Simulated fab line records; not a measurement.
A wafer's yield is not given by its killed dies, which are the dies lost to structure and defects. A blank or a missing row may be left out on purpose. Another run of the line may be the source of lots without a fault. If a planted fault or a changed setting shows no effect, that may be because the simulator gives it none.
Chamber matching ; flow n5-finfet ; N5_BEOL_M7_CMP_52 on cmp-02 has 4 sister chambers
The step polishes, stops on SiCOH lowk, t overpolish 6.9 s, target thk 80 nm. 14 wafers are shown with their chamber, then 7 later ones without.

## WAFERS PAIRED WITH THEIR CHAMBERS
wafer;chamber;time-to-endpoint-s (s);barrier-field-endpoint-s (s);motor-current-A (A)
L075.1;2;63;28.7;5.4
L075.3;0;61;28.1;5.3
L075.5;2;61;28.9;5.5
L078.1;3;58;28.3;5.6
L078.3;0;59;27.0;5.6
L078.6;2;67;29.7;5.4
L079.1;1;73;31.6;5.4
L079.3;2;66;30.1;5.6
L079.6;1;74;32.5;5.9
L081.2;3;61;28.9;5.8
L081.3;2;70;30.7;5.4
L081.5;0;65;28.9;5.6
L087.1;1;74;30.7;6.1
L087.3;3;60;27.1;5.8

SIGNATURES (means of the wafers above)
reading;chamber 0;chamber 1;chamber 2;chamber 3;scatter within a chamber
time-to-endpoint-s;61.67;73.67;65.40;59.67;2.71
barrier-field-endpoint-s;28.000;31.600;29.620;28.100;0.888
motor-current-A;5.500;5.800;5.460;5.733;0.195
Rule: for a wafer and a chamber, the distance is found by dividing, reading by reading, the gap between the wafer's reading and the chamber's mean by the reading's scatter, squaring, summing and taking the root. If the next closest chamber is less than 2 further off than the closest, the wafer can't be placed; otherwise it belongs to the closest. The scatter: take each reading less its chamber's mean, square it, sum over the shown wafers, divide by the number of wafers less the number of chambers, and take the root.

## WAFERS WITH NO CHAMBER GIVEN
wafer;time-to-endpoint-s (s);barrier-field-endpoint-s (s);motor-current-A (A)
L087.6;72;30.1;5.9
L093.2;64;27.9;5.3
L093.4;60;27.9;5.4
L093.5;71;30.4;5.9
L094.1;57;27.9;5.7
L094.4;60;28.8;5.5
L094.6;60;29.0;5.3

## EACH ONE'S CHAMBER
wafer;from the rows above;in truth
L087.6;can't be placed: 1 or 2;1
L093.2;can't be placed: 0 or 2 or 3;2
L093.4;can't be placed: 0 or 3 or 2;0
L093.5;can't be placed: 1 or 2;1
L094.1;can't be placed: 3 or 0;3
L094.4;can't be placed: 0 or 3 or 2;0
L094.6;can't be placed: 0 or 2 or 3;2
Correctly placed: 0 of 7. Not placeable from these rows: 7 (in 7, the candidates include the true chamber). Placed wrongly: 0.
